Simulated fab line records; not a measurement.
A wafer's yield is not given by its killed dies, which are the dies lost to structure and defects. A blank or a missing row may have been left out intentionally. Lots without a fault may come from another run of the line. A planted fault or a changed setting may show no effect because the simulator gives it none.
What tool caused it? :: flow n5Finfet :: Sampling: 10 lots, 30 wafers, 5 of 1938 route steps

WHAT THE GAUGES SHOWED, per wafer
N5_BEOL_M4_RC_MEAS_101. Usual: DIBL_N 36.4 mV/V, standard deviation 1.3; DIBL_P 36.5 mV/V, standard deviation 1.7; IOFF_N 0.154 nA/um, standard deviation 0.022; IOFF_P 0.202 nA/um, standard deviation 0.025; IOFF_P_85C 3.5 nA/um, standard deviation 0.35; IOFF_P_LIN 0.095 nA/um, standard deviation 0.0097; IOFF_P_LONG 0.000101 nA/um, standard deviation 8.8e-06; ION_N 671 uA/um, standard deviation 9.8; ION_P 460 uA/um, standard deviation 6.8; SS_N 71.6 mV/dec, standard deviation 0.54; SS_P 73.4 mV/dec, standard deviation 0.58; VT_N 250.9 mV, standard deviation 2.8; VT_N_LVT 99.2 mV, standard deviation 2.8; VT_P -251.4 mV, standard deviation 2.7; VT_P_LONG -277 mV, standard deviation 3.1.
lot: L944
measured: day 7 23:53
on: prober-01
DIBL_N (mV/V): 39.0 39.4 40.5
DIBL_P (mV/V): 37.2 37.7 39.9
IOFF_N (nA/um): 0.176 0.183 0.224
IOFF_P (nA/um): 0.213 0.222 0.259
IOFF_P_85C (nA/um): 3.6 3.8 4.3
IOFF_P_LIN (nA/um): 0.095 0.098 0.110
IOFF_P_LONG (nA/um): 9.3e-05 9.2e-05 9.8e-05
ION_N (uA/um): 686 683 697
ION_P (uA/um): 469 461 477
SS_N (mV/dec): 73.3 72.5 72.8
SS_P (mV/dec): 74.2 74.1 74.2
VT_N (mV): 247.0 247.6 244.5
VT_N_LVT (mV): 97.0 96.7 92.9
VT_P (mV): -251.2 -249.5 -250.8
VT_P_LONG (mV): -281 -283 -278
flag: 

lot: L945
measured: day 8 04:26
on: prober-02
DIBL_N (mV/V): 37.2 34.8 37.4
DIBL_P (mV/V): 35.9 33.7 36.4
IOFF_N (nA/um): 0.159 0.124 0.168
IOFF_P (nA/um): 0.181 0.161 0.194
IOFF_P_85C (nA/um): 3.2 2.9 3.4
IOFF_P_LIN (nA/um): 0.087 0.081 0.091
IOFF_P_LONG (nA/um): 9.3e-05 9.9e-05 9.4e-05
ION_N (uA/um): 682 668 674
ION_P (uA/um): 449 458 452
SS_N (mV/dec): 73.0 71.3 72.1
SS_P (mV/dec): 73.1 73.1 72.9
VT_N (mV): 252.0 255.4 250.2
VT_N_LVT (mV): 97.8 98.4 94.6
VT_P (mV): -252.2 -252.7 -252.2
VT_P_LONG (mV): -278 -278 -278
flag: 

lot: L947
measured: day 8 14:12
on: prober-02
DIBL_N (mV/V): 38.3 35.9 34.8
DIBL_P (mV/V): 37.9 35.6 33.8
IOFF_N (nA/um): 0.157 0.121 0.105
IOFF_P (nA/um): 0.293 0.245 0.224
IOFF_P_85C (nA/um): 4.9 4.3 3.9
IOFF_P_LIN (nA/um): 0.134 0.119 0.112
IOFF_P_LONG (nA/um): 0.000117 0.000116 0.000119
ION_N (uA/um): 664 657 652
ION_P (uA/um): 466 465 463
SS_N (mV/dec): 72.2 71.6 71.3
SS_P (mV/dec): 74.5 73.0 73.6
VT_N (mV): 253.7 254.6 260.1
VT_N_LVT (mV): 114.3 119.1 121.2
VT_P (mV): -243.7 -243.9 -243.9
VT_P_LONG (mV): -268 -272 -268
flag: OFF

lot: L952
measured: day 10 06:40
on: prober-02
DIBL_N (mV/V): 35.7 34.7 34.3
DIBL_P (mV/V): 36.8 34.6 35.1
IOFF_N (nA/um): 0.145 0.123 0.124
IOFF_P (nA/um): 0.365 0.306 0.316
IOFF_P_85C (nA/um): 5.8 5.0 5.2
IOFF_P_LIN (nA/um): 0.174 0.151 0.156
IOFF_P_LONG (nA/um): 0.000154 0.000157 0.000158
ION_N (uA/um): 664 659 665
ION_P (uA/um): 485 480 490
SS_N (mV/dec): 71.6 71.8 70.6
SS_P (mV/dec): 74.1 73.4 73.6
VT_N (mV): 252.2 254.5 253.0
VT_N_LVT (mV): 114.8 117.4 116.8
VT_P (mV): -235.5 -237.2 -236.8
VT_P_LONG (mV): -262 -264 -266
flag: OFF

lot: L957
measured: day 10 14:43
on: prober-02
DIBL_N (mV/V): 36.2 35.1 34.2
DIBL_P (mV/V): 36.7 35.4 33.9
IOFF_N (nA/um): 0.164 0.143 0.132
IOFF_P (nA/um): 0.205 0.187 0.176
IOFF_P_85C (nA/um): 3.6 3.3 3.1
IOFF_P_LIN (nA/um): 0.095 0.090 0.086
IOFF_P_LONG (nA/um): 9.9e-05 9.5e-05 0.000102
ION_N (uA/um): 681 671 671
ION_P (uA/um): 464 459 458
SS_N (mV/dec): 71.7 71.8 71.3
SS_P (mV/dec): 72.6 72.5 72.5
VT_N (mV): 250.9 252.5 251.3
VT_N_LVT (mV): 96.6 98.9 99.4
VT_P (mV): -250.8 -251.6 -253.4
VT_P_LONG (mV): -277 -278 -278
flag: 

lot: L958
measured: day 11 21:34
on: prober-02
DIBL_N (mV/V): 35.3 36.9 35.7
DIBL_P (mV/V): 35.9 37.8 35.5
IOFF_N (nA/um): 0.150 0.181 0.150
IOFF_P (nA/um): 0.196 0.220 0.189
IOFF_P_85C (nA/um): 3.5 3.9 3.4
IOFF_P_LIN (nA/um): 0.095 0.103 0.093
IOFF_P_LONG (nA/um): 0.000115 0.000111 0.000113
ION_N (uA/um): 689 689 674
ION_P (uA/um): 471 467 462
SS_N (mV/dec): 71.5 72.5 71.9
SS_P (mV/dec): 73.8 73.8 73.2
VT_N (mV): 247.1 248.2 249.2
VT_N_LVT (mV): 97.3 94.1 97.2
VT_P (mV): -252.5 -249.6 -251.8
VT_P_LONG (mV): -273 -273 -271
flag: 

lot: L962
measured: day 12 06:35
on: prober-02
DIBL_N (mV/V): 38.0 37.6 37.0
DIBL_P (mV/V): 37.3 37.1 36.4
IOFF_N (nA/um): 0.181 0.163 0.157
IOFF_P (nA/um): 0.232 0.225 0.221
IOFF_P_85C (nA/um): 3.9 3.8 3.8
IOFF_P_LIN (nA/um): 0.105 0.104 0.102
IOFF_P_LONG (nA/um): 0.000106 0.000103 0.000108
ION_N (uA/um): 661 672 671
ION_P (uA/um): 451 461 463
SS_N (mV/dec): 72.6 72.0 71.7
SS_P (mV/dec): 73.1 73.5 73.4
VT_N (mV): 249.9 252.3 250.5
VT_N_LVT (mV): 100.4 101.7 102.7
VT_P (mV): -248.6 -251.1 -250.3
VT_P_LONG (mV): -279 -277 -278
flag: 

lot: L963
measured: day 12 18:36
on: prober-01
DIBL_N (mV/V): 35.8 38.0 36.2
DIBL_P (mV/V): 35.5 37.1 35.9
IOFF_N (nA/um): 0.135 0.161 0.139
IOFF_P (nA/um): 0.225 0.260 0.243
IOFF_P_85C (nA/um): 3.8 4.3 4.0
IOFF_P_LIN (nA/um): 0.108 0.118 0.111
IOFF_P_LONG (nA/um): 0.000124 0.000116 0.000119
ION_N (uA/um): 662 656 655
ION_P (uA/um): 466 461 458
SS_N (mV/dec): 70.9 72.7 71.7
SS_P (mV/dec): 73.0 73.9 73.3
VT_N (mV): 253.4 249.9 252.5
VT_N_LVT (mV): 102.1 100.8 103.4
VT_P (mV): -250.0 -247.8 -245.9
VT_P_LONG (mV): -272 -272 -270
flag: 

lot: L964
measured: day 13 07:52
on: prober-01
DIBL_N (mV/V): 37.1 37.6 37.2
DIBL_P (mV/V): 35.6 37.3 37.7
IOFF_N (nA/um): 0.163 0.188 0.193
IOFF_P (nA/um): 0.198 0.241 0.248
IOFF_P_85C (nA/um): 3.5 4.1 4.2
IOFF_P_LIN (nA/um): 0.094 0.108 0.111
IOFF_P_LONG (nA/um): 0.000106 0.000105 0.000112
ION_N (uA/um): 661 676 687
ION_P (uA/um): 449 463 469
SS_N (mV/dec): 71.9 71.9 71.4
SS_P (mV/dec): 73.7 74.4 73.6
VT_N (mV): 250.8 244.2 246.1
VT_N_LVT (mV): 96.8 93.2 92.7
VT_P (mV): -252.9 -245.9 -245.7
VT_P_LONG (mV): -275 -277 -277
flag: 

lot: L967
measured: day 13 17:35
on: prober-01
DIBL_N (mV/V): 36.1 37.4 37.3
DIBL_P (mV/V): 37.4 38.9 38.9
IOFF_N (nA/um): 0.157 0.189 0.187
IOFF_P (nA/um): 0.192 0.220 0.211
IOFF_P_85C (nA/um): 3.4 3.8 3.6
IOFF_P_LIN (nA/um): 0.092 0.101 0.098
IOFF_P_LONG (nA/um): 9.7e-05 9.8e-05 9.4e-05
ION_N (uA/um): 677 685 669
ION_P (uA/um): 453 465 455
SS_N (mV/dec): 71.5 71.6 71.8
SS_P (mV/dec): 73.3 74.2 73.7
VT_N (mV): 247.4 245.6 248.7
VT_N_LVT (mV): 98.3 94.9 96.7
VT_P (mV): -252.0 -250.3 -251.6
VT_P_LONG (mV): -277 -280 -278
flag: 

EACH LOT AND THE TOOL THAT RAN IT (in order: tool; ch and the chambers of the sampled wafers; start)
lot: L944
N5_HKMG_FIN_RTA_80: rtpAnneal-01 ch 0, day 4 02:49
N5_BEOL_M4_SPUTTER_81: pvdSputter-01, day 7 21:28
N5_BEOL_M4_ANNEAL_89: pvdSputter-01, day 7 21:59
N5_BEOL_M4_PRE_CLEAN_60: cvdCo-02 ch 0,2, day 7 23:37

lot: L945
N5_HKMG_FIN_RTA_80: rtpAnneal-01 ch 0, day 4 10:10
N5_BEOL_M4_SPUTTER_81: pvdSputter-03, day 8 01:51
N5_BEOL_M4_ANNEAL_89: pvdSputter-03, day 8 02:22
N5_BEOL_M4_PRE_CLEAN_60: cvdCo-02 ch 1,2, day 8 04:01

lot: L947
N5_HKMG_FIN_RTA_80: rtpAnneal-01 ch 0, day 4 20:51
N5_BEOL_M4_SPUTTER_81: pvdSputter-02, day 8 11:26
N5_BEOL_M4_ANNEAL_89: pvdSputter-02, day 8 11:58
N5_BEOL_M4_PRE_CLEAN_60: cvdCo-02 ch 0,2, day 8 13:46

lot: L952
N5_HKMG_FIN_RTA_80: rtpAnneal-01 ch 0, day 6 03:28
N5_BEOL_M4_SPUTTER_81: pvdSputter-02, day 10 04:14
N5_BEOL_M4_ANNEAL_89: pvdSputter-02, day 10 04:46
N5_BEOL_M4_PRE_CLEAN_60: cvdCo-01 ch 0,1,2, day 10 06:23

lot: L957
N5_HKMG_FIN_RTA_80: rtpAnneal-02 ch 0, day 7 07:10
N5_BEOL_M4_SPUTTER_81: pvdSputter-01, day 10 12:05
N5_BEOL_M4_ANNEAL_89: pvdSputter-01, day 10 12:36
N5_BEOL_M4_PRE_CLEAN_60: cvdCo-01 ch 0,2, day 10 14:26

lot: L958
N5_HKMG_FIN_RTA_80: rtpAnneal-02 ch 0, day 7 17:12
N5_BEOL_M4_SPUTTER_81: pvdSputter-01, day 11 18:56
N5_BEOL_M4_ANNEAL_89: pvdSputter-01, day 11 19:27
N5_BEOL_M4_PRE_CLEAN_60: cvdCo-02 ch 0,2, day 11 21:08

lot: L962
N5_HKMG_FIN_RTA_80: rtpAnneal-02 ch 0, day 8 13:12
N5_BEOL_M4_SPUTTER_81: pvdSputter-03, day 12 03:44
N5_BEOL_M4_ANNEAL_89: pvdSputter-03, day 12 04:15
N5_BEOL_M4_PRE_CLEAN_60: cvdCo-01 ch 1,2, day 12 06:09

lot: L963
N5_HKMG_FIN_RTA_80: rtpAnneal-02 ch 0, day 8 23:33
N5_BEOL_M4_SPUTTER_81: pvdSputter-01, day 12 16:06
N5_BEOL_M4_ANNEAL_89: pvdSputter-01, day 12 16:37
N5_BEOL_M4_PRE_CLEAN_60: cvdCo-01 ch 0,1,2, day 12 18:18

lot: L964
N5_HKMG_FIN_RTA_80: rtpAnneal-01 ch 0, day 9 07:10
N5_BEOL_M4_SPUTTER_81: pvdSputter-02, day 13 05:17
N5_BEOL_M4_ANNEAL_89: pvdSputter-02, day 13 05:48
N5_BEOL_M4_PRE_CLEAN_60: cvdCo-02 ch 0,2, day 13 07:26

lot: L967
N5_HKMG_FIN_RTA_80: rtpAnneal-01 ch 0, day 10 03:23
N5_BEOL_M4_SPUTTER_81: pvdSputter-03, day 13 15:11
N5_BEOL_M4_ANNEAL_89: pvdSputter-03, day 13 15:42
N5_BEOL_M4_PRE_CLEAN_60: cvdCo-01 ch 0,1,2, day 13 17:19
- N5_HKMG_FIN_RTA_80: time 2 s.
- N5_BEOL_M4_SPUTTER_81: material Cu, target thk 4.5 nm, time 8.29 s.
- N5_BEOL_M4_ANNEAL_89: time 240 s.
- N5_BEOL_M4_PRE_CLEAN_60: time 15 s.

AS READ BY THE TOOLS THEMSELVES (means over the sampled wafers that have a number; for cases with no such wafer, the mark the record gives instead)
N5_BEOL_M4_SPUTTER_81. Usual: throttleValvePct 29.7 %, standard deviation 1.
lot: L944
tool: pvdSputter-01
throttleValvePct (%): 28.8
flag: 

lot: L945
tool: pvdSputter-03
throttleValvePct (%): 31.2
flag: 

lot: L947
tool: pvdSputter-02
throttleValvePct (%): 29.5
flag: 

lot: L952
tool: pvdSputter-02
throttleValvePct (%): 28.6
flag: 

lot: L957
tool: pvdSputter-01
throttleValvePct (%): 29.8
flag: 

lot: L958
tool: pvdSputter-01
throttleValvePct (%): 30.3
flag: 

lot: L962
tool: pvdSputter-03
throttleValvePct (%): 29.9
flag: 

lot: L963
tool: pvdSputter-01
throttleValvePct (%): 29.6
flag: 

lot: L964
tool: pvdSputter-02
throttleValvePct (%): 29.1
flag: 

lot: L967
tool: pvdSputter-03
throttleValvePct (%): 30.6
flag: 

N5_BEOL_M4_ANNEAL_89. Usual: heaterPowerW 836 W, standard deviation 87.
lot: L944
tool: pvdSputter-01
heaterPowerW (W): 838
flag: 

lot: L945
tool: pvdSputter-03
heaterPowerW (W): 825
flag: 

lot: L947
tool: pvdSputter-02
heaterPowerW (W): 819
flag: 

lot: L952
tool: pvdSputter-02
heaterPowerW (W): 762
flag: 

lot: L957
tool: pvdSputter-01
heaterPowerW (W): 944
flag: 

lot: L958
tool: pvdSputter-01
heaterPowerW (W): 935
flag: 

lot: L962
tool: pvdSputter-03
heaterPowerW (W): 776
flag: 

lot: L963
tool: pvdSputter-01
heaterPowerW (W): 844
flag: 

lot: L964
tool: pvdSputter-02
heaterPowerW (W): 813
flag: 

lot: L967
tool: pvdSputter-03
heaterPowerW (W): 807
flag: 

N5_BEOL_M4_PRE_CLEAN_60. Usual: heaterPowerW 84 W, standard deviation 11.
lot: L944
tool: cvdCo-02
heaterPowerW (W): 90
flag: 

lot: L945
tool: cvdCo-02
heaterPowerW (W): 86
flag: 

lot: L947
tool: cvdCo-02
heaterPowerW (W): 90
flag: 

lot: L952
tool: cvdCo-01
heaterPowerW (W): 83
flag: 

lot: L957
tool: cvdCo-01
heaterPowerW (W): 92
flag: 

lot: L958
tool: cvdCo-02
heaterPowerW (W): 90
flag: 

lot: L962
tool: cvdCo-01
heaterPowerW (W): 82
flag: 

lot: L963
tool: cvdCo-01
heaterPowerW (W): 83
flag: 

lot: L964
tool: cvdCo-02
heaterPowerW (W): 92
flag: 

lot: L967
tool: cvdCo-01
heaterPowerW (W): 83
flag: 

THE ANSWER, worked out from the rows above alone
Rule: a lot is off if the mean of its wafers that have a number lies more than 3 standard deviations from the usual mean. Also off: a lot with no number at a reading for which 4 or more lots have one. Where the step has rows for the other lots, those lots are counted as sound. The gauges are gone through in route order, then the tools' own readings, and for those a lot's mean is taken as printed above. The first step at which some lot is off is used, and at that step the reading that is off furthest; a lot without a number counts as furthest.
Off: L947, L952, at N5_BEOL_M4_RC_MEAS_101 (VT_N_LVT).
A tool fits if, at a process step before that reading, it ran every lot that is off, and no sound lot after the first of them. Gauges at N5_BEOL_M4_RC_MEAS_101: tried the same way as those tools. No candidate that was tried fits.

WHAT WAS PUT IN BY THE SIMULATOR
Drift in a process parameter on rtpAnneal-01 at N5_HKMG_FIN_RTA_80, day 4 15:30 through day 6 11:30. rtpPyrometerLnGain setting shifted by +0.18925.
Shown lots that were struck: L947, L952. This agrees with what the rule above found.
